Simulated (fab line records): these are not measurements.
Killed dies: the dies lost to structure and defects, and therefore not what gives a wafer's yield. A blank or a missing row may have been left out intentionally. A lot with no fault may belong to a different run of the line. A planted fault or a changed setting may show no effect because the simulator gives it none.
Which tool is to blame? | flow n5 finfet | Sampling: 22 lots, 66 wafers, 6 of 1938 route steps

WHAT THE GAUGES SHOWED, per wafer
N5_SDB_CD_MEAS_11: the cd target is 50 nm. Usual: cd nm reads 49.8 nm (standard deviation 1.2).
lot  | measured    | on        | cd nm (nm)     | flag
L074 | day 3 23:37 | cd sem-03 | 50.4 51.9 50.7 |
L076 | day 4 08:19 | cd sem-02 | 48.1 48.6 48.4 |
L077 | day 4 13:30 | cd sem-02 | 51.0 51.8 51.3 |
L078 | day 4 22:27 | cd sem-03 | 49.3 49.7 49.2 |
L079 | day 4 23:23 | cd sem-01 | 49.7 50.3 50.7 |
L080 | day 5 09:16 | cd sem-01 | 50.8 49.3 49.2 |
L082 | day 5 20:59 | cd sem-01 | 49.9 48.6 50.0 |
L083 | day 6 05:46 | cd sem-02 | 50.8 49.0 49.2 |
L084 | day 6 10:32 | cd sem-03 | 50.3 50.5 49.6 |
L085 | day 6 19:14 | cd sem-02 | 48.9 50.1 48.0 |
L086 | day 7 00:51 | cd sem-03 | 50.2 50.0 50.3 |
L087 | day 7 02:20 | cd sem-02 | 49.8 50.3 51.2 |
L088 | day 7 09:19 | cd sem-02 | 50.5 49.3 49.1 |
L089 | day 7 16:37 | cd sem-03 | 49.7 50.6 48.9 |
L090 | day 7 20:44 | cd sem-01 | 48.9 48.6 49.8 |
L091 | day 8 04:18 | cd sem-01 | 51.2 50.3 49.8 |
L092 | day 8 08:37 | cd sem-03 | 49.2 47.6 47.5 |
L093 | day 8 17:01 | cd sem-02 | 48.1 47.5 49.2 |
L094 | day 8 17:08 | cd sem-03 | 49.0 49.1 48.3 |
L095 | day 9 00:53 | cd sem-03 | 49.6 50.8 50.6 |
L096 | day 9 06:41 | cd sem-03 | 50.0 49.4 49.7 |
L097 | day 9 12:31 | cd sem-02 | 50.7 49.7 50.3 |

TOOL THAT RAN EACH LOT (tool first, then ch and the chambers of the sampled wafers, then the start)
lot  | N5_FIN_CUT_ETCH_21                | N5_DUMMY_GATE_ETCH_37             | N5_DUMMY_GATE_TRIM_49           | N5_DUMMY_GATE_ETCH_42             | N5_SPACER0_ALD_00
L074 | rie diel-03 ch 0,2,3, day 2 05:23 | rie diel-04 ch 0,2,3, day 3 03:47 | rie si-01 ch 1,2,3, day 3 03:52 | rie diel-04 ch 0,1,3, day 3 04:38 | ald sin-04 ch 0,1,3, day 3 06:29
L076 | rie diel-03 ch 0,2,3, day 2 15:44 | rie diel-04 ch 0,1,2, day 3 11:37 | rie si-06 ch 0,2,3, day 3 11:42 | rie diel-04 ch 0,1,3, day 3 12:23 | ald sin-01 ch 1,2,3, day 3 12:49
L077 | rie diel-03 ch 0,1, day 2 23:23   | rie diel-04 ch 0,3, day 3 18:31   | rie si-06 ch 0,1,3, day 3 18:35 | rie diel-05 ch 1,3, day 3 19:17   | ald sin-01 ch 0,2,3, day 3 19:53
L078 | rie diel-05 ch 0,1,2, day 3 06:23 | rie diel-04 ch 1,2,3, day 4 02:59 | rie si-06 ch 0,1,3, day 4 03:05 | rie diel-03 ch 0,1,3, day 4 03:46 | ald sin-04 ch 0,1,2, day 4 04:11
L079 | rie diel-05 ch 0,1, day 3 10:32   | rie diel-05 ch 1,2,3, day 4 05:02 | rie si-06 ch 0,1,2, day 4 05:07 | rie diel-04 ch 1,2, day 4 05:49   | ald sin-01 ch 0,1,3, day 4 06:14
L080 | rie diel-04 ch 1,2,3, day 3 15:47 | rie diel-04 ch 0,2,3, day 4 11:48 | rie si-05 ch 1,2, day 4 11:53   | rie diel-03 ch 1,2,3, day 4 12:36 | ald sin-01 ch 0,2,3, day 4 13:01
L082 | rie diel-04 ch 0,1,2, day 4 04:29 | rie diel-05 ch 1,3, day 4 23:41   | rie si-01 ch 0,1,3, day 4 23:46 | rie diel-05 ch 2,3, day 5 00:35   | ald sin-03 ch 0,1,2, day 5 02:55
L083 | rie diel-05 ch 0,1,2, day 4 11:37 | rie diel-03 ch 0,1, day 5 09:55   | rie si-06 ch 0,2,3, day 5 10:00 | rie diel-04 ch 0,1, day 5 11:04   | ald sin-04 ch 0,1, day 5 11:29
L084 | rie diel-03 ch 0,1,3, day 4 18:44 | rie diel-04 ch 0,1,3, day 5 15:44 | rie si-06 ch 0,1,3, day 5 15:50 | rie diel-04 ch 1,2,3, day 5 16:41 | ald sin-01 ch 0,1,3, day 5 17:07
L085 | rie diel-04 ch 0,3, day 5 00:49   | rie diel-05 ch 0,1,3, day 5 21:31 | rie si-05 ch 0,1,2, day 5 21:35 | rie diel-05 ch 1,2,3, day 5 22:17 | ald sin-01 ch 0,3, day 5 22:43
L086 | rie diel-03 ch 0,1,3, day 5 06:11 | rie diel-05 ch 0,1,3, day 6 05:11 | rie si-06 ch 0,1,3, day 6 05:16 | rie diel-03 ch 0,1,3, day 6 06:07 | ald sin-04 ch 0,1,2, day 6 07:08
L087 | rie diel-05 ch 0,2,3, day 5 09:53 | rie diel-04 ch 2,3, day 6 07:01   | rie si-06 ch 0,1,3, day 6 07:05 | rie diel-03 ch 1,3, day 6 07:59   | ald sin-03 ch 1,3, day 6 08:53
L088 | rie diel-05 ch 0,1,3, day 5 17:35 | rie diel-04 ch 0,1, day 6 13:53   | rie si-01 ch 1,2,3, day 6 13:58 | rie diel-03 ch 0,1, day 6 14:41   | ald sin-03 ch 0,2,3, day 6 15:50
L089 | rie diel-03 ch 1,2,3, day 5 23:31 | rie diel-05 ch 0,2,3, day 6 21:38 | rie si-05 ch 1,2,3, day 6 21:43 | rie diel-04 ch 2,3, day 6 22:42   | ald sin-01 ch 2,3, day 6 23:56
L090 | rie diel-04 ch 0,2,3, day 6 05:50 | rie diel-03 ch 1,2,3, day 7 01:36 | rie si-05 ch 0,3, day 7 01:41   | rie diel-05 ch 0,1, day 7 02:22   | ald sin-03 ch 1,2,3, day 7 02:48
L091 | rie diel-04 ch 1,2,3, day 6 12:45 | rie diel-04 ch 0,2, day 7 08:23   | rie si-01 ch 1,2,3, day 7 08:28 | rie diel-04 ch 0,1,3, day 7 09:35 | ald sin-04 ch 0,3, day 7 10:01
L092 | rie diel-04 ch 0,1,2, day 6 18:42 | rie diel-03 ch 0,1,3, day 7 13:50 | rie si-05 ch 1,3, day 7 13:55   | rie diel-04 ch 1,2,3, day 7 14:37 | ald sin-03 ch 0,1,3, day 7 15:02
L093 | rie diel-03 ch 0,1,2, day 6 23:03 | rie diel-03 ch 0,1,2, day 7 21:47 | rie si-06 ch 0,1,2, day 7 21:53 | rie diel-04 ch 0,2, day 7 22:34   | ald sin-01 ch 1,3, day 7 22:59
L094 | rie diel-05 ch 0,3, day 7 02:44   | rie diel-05 ch 0,2,3, day 7 22:55 | rie si-05 ch 0,1,3, day 7 23:00 | rie diel-03 ch 0,1,2, day 7 23:41 | ald sin-04 ch 1,3, day 8 00:07
L095 | rie diel-05 ch 0,1, day 7 09:31   | rie diel-03 ch 0,1, day 8 05:21   | rie si-01 ch 0,1,3, day 8 05:26 | rie diel-05 ch 0,2,3, day 8 06:08 | ald sin-01 ch 1,2,3, day 8 06:38
L096 | rie diel-05 ch 0,2, day 7 14:57   | rie diel-04 ch 0,2,3, day 8 10:02 | rie si-05 ch 0,1,3, day 8 10:07 | rie diel-05 ch 0,1,3, day 8 11:12 | ald sin-03 ch 0,1,2, day 8 12:19
L097 | rie diel-05 ch 1,2, day 7 21:11   | rie diel-05 ch 0,1,2, day 8 16:43 | rie si-01 ch 0,2,3, day 8 16:48 | rie diel-03 ch 1,2, day 8 17:30   | ald sin-03 ch 0,1,3, day 8 18:00
- N5_FIN_CUT_ETCH_21: etches SOC in N2/H2, target depth 219 nm, overetch 43.8 nm, time 523.5 s.
- N5_DUMMY_GATE_ETCH_37: etches SOC in N2/H2, target depth 60 nm, overetch 30 nm.
- N5_DUMMY_GATE_TRIM_49: chemistry O2, time 29 s, target cd 14 nm.
- N5_DUMMY_GATE_ETCH_42: etches SiO2 in CHF3/O2, target depth 3.5 nm, time 31 s.
- N5_SPACER0_ALD_00: deposits SiOCN, target thk 3.5 nm, pulse time 3 s, purge time 2 s.

WHAT THE TOOLS THEMSELVES READ (means of the sampled wafers that have a number; where no wafer has one, the mark that the record gives instead)
N5_FIN_CUT_ETCH_21. Usual: bias w 60.99 W, standard deviation 0.2; drypump motor current A 5.6 A, standard deviation 0.5; oes product au 0.70 a.u., standard deviation 0.078; rf vpp V 240.6 V, standard deviation 1.5; showerhead plenum p Torr 2.52 Torr, standard deviation 0.084; throttle valve pct 17.7 %, standard deviation 0.35.
lot  | tool        | bias w (W) | drypump motor current A (A) | oes product au (a.u.) | rf vpp V (V) | showerhead plenum p Torr (Torr) | throttle valve pct (%) | flag
L074 | rie diel-03 | 60.93      | 5.9                         | 0.69                  | 240.2        | 2.56                            | 17.8                   |
L076 | rie diel-03 | 61.15      | 5.9                         | 0.68                  | 240.6        | 2.56                            | 17.8                   |
L077 | rie diel-03 | 60.89      | 5.2                         | 0.83                  | 242.4        | 2.65                            | 18.0                   |
L078 | rie diel-05 | 61.12      | 5.7                         | 0.74                  | 241.1        | 2.55                            | 17.4                   |
L079 | rie diel-05 | 60.91      | 5.6                         | 0.82                  | 241.6        | 2.54                            | 17.3                   |
L080 | rie diel-04 | 60.83      | 5.8                         | 0.70                  | 239.7        | 2.48                            | 17.9                   |
L082 | rie diel-04 | 60.96      | 5.5                         | 0.68                  | 240.1        | 2.46                            | 17.9                   |
L083 | rie diel-05 | 60.94      | 5.7                         | 0.73                  | 241.2        | 2.54                            | 17.4                   |
L084 | rie diel-03 | 61.00      | 5.3                         | 0.71                  | 241.6        | 2.57                            | 18.1                   |
L085 | rie diel-04 | 60.93      | 5.8                         | 0.71                  | 239.6        | 2.45                            | 17.7                   |
L086 | rie diel-03 | 60.84      | 5.3                         | 0.71                  | 242.1        | 2.57                            | 18.1                   |
L087 | rie diel-05 | 61.02      | 5.4                         | 0.71                  | 241.1        | 2.56                            | 17.3                   |
L088 | rie diel-05 | 61.03      | 5.4                         | 0.72                  | 241.0        | 2.50                            | 17.5                   |
L089 | rie diel-03 | 60.80      | 5.7                         | 0.73                  | 241.7        | 2.62                            | 17.9                   |
L090 | rie diel-04 | 61.04      | 5.8                         | 0.68                  | 239.6        | 2.47                            | 17.9                   |
L091 | rie diel-04 | 60.95      | 5.8                         | 0.69                  | 241.3        | 2.47                            | 17.9                   |
L092 | rie diel-04 | 60.94      | 5.5                         | 0.66                  | 239.1        | 2.46                            | 17.9                   |
L093 | rie diel-03 | 60.96      | 5.7                         | 0.72                  | 242.7        | 2.61                            | 17.9                   |
L094 | rie diel-05 | 61.13      | 5.3                         | 0.77                  | 240.7        | 2.55                            | 17.2                   |
L095 | rie diel-05 | 61.09      | 5.7                         | 0.71                  | 239.3        | 2.47                            | 17.7                   |
L096 | rie diel-05 | 61.10      | 5.7                         | 0.69                  | 241.4        | 2.60                            | 17.3                   |
L097 | rie diel-05 | 61.08      | 5.8                         | 0.64                  | 240.2        | 2.48                            | 17.8                   |

N5_DUMMY_GATE_ETCH_37. Usual: bias w 150.0 W, standard deviation 0.48; drypump motor current A 5.6 A, standard deviation 0.53; oes product au 0.60 a.u., standard deviation 0.061; rf vpp V 523.2 V, standard deviation 2.6; showerhead plenum p Torr 2.51 Torr, standard deviation 0.087; throttle valve pct 17.8 %, standard deviation 0.32.
lot  | tool        | bias w (W) | drypump motor current A (A) | oes product au (a.u.) | rf vpp V (V) | showerhead plenum p Torr (Torr) | throttle valve pct (%) | flag
L074 | rie diel-04 | 150.2      | 5.8                         | 0.60                  | 522.8        | 2.48                            | 17.9                   |
L076 | rie diel-04 | 149.7      | 5.5                         | 0.58                  | 521.7        | 2.47                            | 17.9                   |
L077 | rie diel-04 | 149.8      | 5.8                         | 0.62                  | 522.0        | 2.45                            | 17.7                   |
L078 | rie diel-04 | 149.9      | 5.8                         | 0.60                  | 522.1        | 2.48                            | 17.9                   |
L079 | rie diel-05 | 150.2      | 5.5                         | 0.56                  | 523.0        | 2.52                            | 17.6                   |
L080 | rie diel-04 | 150.3      | 5.8                         | 0.59                  | 521.1        | 2.47                            | 17.9                   |
L082 | rie diel-05 | 149.5      | 5.3                         | 0.56                  | 521.6        | 2.48                            | 17.7                   |
L083 | rie diel-03 | 150.1      | 5.4                         | 0.61                  | 523.7        | 2.57                            | 18.0                   |
L084 | rie diel-04 | 150.5      | 5.4                         | 0.60                  | 520.9        | 2.43                            | 17.7                   |
L085 | rie diel-05 | 150.1      | 5.4                         | 0.62                  | 522.9        | 2.50                            | 17.5                   |
L086 | rie diel-05 | 150.0      | 5.4                         | 0.62                  | 522.8        | 2.50                            | 17.5                   |
L087 | rie diel-04 | 150.2      | 6.1                         | 0.60                  | 521.8        | 2.48                            | 17.9                   |
L088 | rie diel-04 | 149.9      | 5.0                         | 0.58                  | 520.6        | 2.43                            | 17.8                   |
L089 | rie diel-05 | 149.6      | 5.4                         | 0.60                  | 524.9        | 2.56                            | 17.3                   |
L090 | rie diel-03 | 149.9      | 5.6                         | 0.62                  | 525.6        | 2.61                            | 18.0                   |
L091 | rie diel-04 | 150.2      | 5.9                         | 0.57                  | 523.3        | 2.48                            | 18.0                   |
L092 | rie diel-03 | 150.0      | 5.3                         | 0.60                  | 524.9        | 2.56                            | 18.1                   |
L093 | rie diel-03 | 149.7      | 5.7                         | 0.61                  | 526.5        | 2.61                            | 17.9                   |
L094 | rie diel-05 | 150.2      | 5.4                         | 0.60                  | 524.8        | 2.55                            | 17.3                   |
L095 | rie diel-03 | 149.4      | 5.4                         | 0.59                  | 524.9        | 2.56                            | 18.0                   |
L096 | rie diel-04 | 150.3      | 5.8                         | 0.58                  | 521.1        | 2.46                            | 17.9                   |
L097 | rie diel-05 | 150.0      | 5.7                         | 0.60                  | 523.4        | 2.53                            | 17.5                   |

N5_DUMMY_GATE_TRIM_49. Usual: drypump motor current A 5.8 A, standard deviation 0.39; oes product au 0.999 a.u., standard deviation 0.014; throttle valve pct 8.11 %, standard deviation 0.17.
lot  | tool      | drypump motor current A (A) | oes product au (a.u.) | throttle valve pct (%) | flag
L074 | rie si-01 | 5.5                         | 0.985                 | 8.24                   |
L076 | rie si-06 | 5.7                         | 0.993                 | 8.08                   |
L077 | rie si-06 | 5.8                         | 1.007                 | 8.03                   |
L078 | rie si-06 | 5.8                         | 0.991                 | 8.02                   |
L079 | rie si-06 | 5.9                         | 1.005                 | 8.09                   |
L080 | rie si-05 | 6.0                         | 1.018                 | 8.16                   |
L082 | rie si-01 | 5.9                         | 0.996                 | 8.29                   |
L083 | rie si-06 | 5.7                         | 1.000                 | 8.09                   |
L084 | rie si-06 | 5.8                         | 1.001                 | 8.03                   |
L085 | rie si-05 | 6.0                         | 1.013                 | 8.12                   |
L086 | rie si-06 | 5.8                         | 0.996                 | 8.03                   |
L087 | rie si-06 | 5.8                         | 0.999                 | 8.03                   |
L088 | rie si-01 | 5.5                         | 0.992                 | 8.23                   |
L089 | rie si-05 | 6.0                         | 1.000                 | 8.26                   |
L090 | rie si-05 | 5.7                         | 0.979                 | 8.12                   |
L091 | rie si-01 | 5.5                         | 0.988                 | 8.24                   |
L092 | rie si-05 | 5.7                         | 0.991                 | 8.16                   |
L093 | rie si-06 | 5.9                         | 0.996                 | 8.02                   |
L094 | rie si-05 | 5.8                         | 1.005                 | 8.02                   |
L095 | rie si-01 | 5.8                         | 1.000                 | 8.28                   |
L096 | rie si-05 | 5.8                         | 0.989                 | 8.01                   |
L097 | rie si-01 | 6.0                         | 0.994                 | 8.20                   |

N5_DUMMY_GATE_ETCH_42. Usual: bias w 12.00 W, standard deviation 0.036; drypump motor current A 5.6 A, standard deviation 0.54; oes product au 0.76 a.u., standard deviation 0.076; rf vpp V 42.1 V, standard deviation 1; showerhead plenum p Torr 2.38 Torr, standard deviation 0.082; throttle valve pct 18.72 %, standard deviation 0.21.
lot  | tool        | bias w (W) | drypump motor current A (A) | oes product au (a.u.) | rf vpp V (V) | showerhead plenum p Torr (Torr) | throttle valve pct (%) | flag
L074 | rie diel-04 | 12.02      | 5.4                         | 0.77                  | 42.3         | 2.32                            | 18.66                  |
L076 | rie diel-04 | 11.97      | 5.4                         | 0.77                  | 42.2         | 2.32                            | 18.67                  |
L077 | rie diel-05 | 12.01      | 5.3                         | 0.71                  | 42.6         | 2.35                            | 18.55                  |
L078 | rie diel-03 | 12.03      | 5.3                         | 0.79                  | 42.3         | 2.44                            | 18.94                  |
L079 | rie diel-04 | 11.98      | 5.4                         | 0.74                  | 41.1         | 2.34                            | 18.81                  |
L080 | rie diel-03 | 12.02      | 5.6                         | 0.81                  | 41.7         | 2.48                            | 18.86                  |
L082 | rie diel-05 | 11.96      | 5.2                         | 0.70                  | 43.1         | 2.41                            | 18.47                  |
L083 | rie diel-04 | 11.97      | 5.1                         | 0.73                  | 41.6         | 2.30                            | 18.65                  |
L084 | rie diel-04 | 11.99      | 5.8                         | 0.75                  | 41.4         | 2.34                            | 18.82                  |
L085 | rie diel-05 | 11.96      | 5.5                         | 0.69                  | 41.6         | 2.38                            | 18.57                  |
L086 | rie diel-03 | 12.00      | 5.3                         | 0.76                  | 41.8         | 2.43                            | 18.97                  |
L087 | rie diel-03 | 12.01      | 5.1                         | 0.83                  | 42.3         | 2.49                            | 18.96                  |
L088 | rie diel-03 | 11.99      | 5.1                         | 0.83                  | 42.3         | 2.48                            | 18.90                  |
L089 | rie diel-04 | 11.98      | 6.2                         | 0.77                  | 41.2         | 2.34                            | 18.82                  |
L090 | rie diel-05 | 12.05      | 5.7                         | 0.77                  | 41.3         | 2.35                            | 18.58                  |
L091 | rie diel-04 | 12.02      | 5.4                         | 0.74                  | 42.1         | 2.31                            | 18.71                  |
L092 | rie diel-04 | 11.95      | 5.8                         | 0.74                  | 41.6         | 2.33                            | 18.85                  |
L093 | rie diel-04 | 12.01      | 5.9                         | 0.71                  | 41.9         | 2.34                            | 18.88                  |
L094 | rie diel-03 | 11.99      | 5.7                         | 0.78                  | 41.6         | 2.47                            | 18.84                  |
L095 | rie diel-05 | 12.01      | 5.4                         | 0.75                  | 42.0         | 2.43                            | 18.43                  |
L096 | rie diel-05 | 11.98      | 5.4                         | 0.76                  | 41.4         | 2.37                            | 18.52                  |
L097 | rie diel-03 | 12.05      | 5.5                         | 0.83                  | 43.5         | 2.52                            | 18.85                  |

N5_SPACER0_ALD_00. Usual: heater power w 856 W, standard deviation 69; precursor pulse height rel 1.002, standard deviation 0.019.
lot  | tool       | heater power w (W) | precursor pulse height rel | flag
L074 | ald sin-04 | 880                | 0.996                      |
L076 | ald sin-01 | 885                | 1.002                      |
L077 | ald sin-01 | 898                | 0.982                      |
L078 | ald sin-04 | 871                | 1.012                      |
L079 | ald sin-01 | 880                | 0.991                      |
L080 | ald sin-01 | 898                | 1.017                      |
L082 | ald sin-03 | 794                | 0.987                      |
L083 | ald sin-04 | 939                | 1.014                      |
L084 | ald sin-01 | 860                | 1.011                      |
L085 | ald sin-01 | 879                | 0.989                      |
L086 | ald sin-04 | 884                | 1.011                      |
L087 | ald sin-03 | 789                | 1.014                      |
L088 | ald sin-03 | 855                | 1.005                      |
L089 | ald sin-01 | 941                | 1.011                      |
L090 | ald sin-03 | 778                | 1.000                      |
L091 | ald sin-04 | 848                | 1.012                      |
L092 | ald sin-03 | 809                | 1.001                      |
L093 | ald sin-01 | 887                | 1.010                      |
L094 | ald sin-04 | 862                | 0.996                      |
L095 | ald sin-01 | 885                | 1.014                      |
L096 | ald sin-03 | 796                | 1.027                      |
L097 | ald sin-03 | 816                | 0.995                      |

THE ANSWER, worked out from the rows above alone
Rule: a lot is off if the mean of its wafers that have a number lies more than 3 standard deviations from the usual mean. Also off: a lot with no number at a reading for which 4 or more lots have one. The other lots that the step has rows for count as sound. Order of review: gauges by route order, followed by the tools' own readings, for which a lot's mean as printed above is used. At the first step where some lot is off, the reading lying furthest off is the one used; lots without a number count as furthest.
Across all readings shown, no lot is off: no conclusion can be drawn from this.

WHAT THE SIMULATOR PUT IN
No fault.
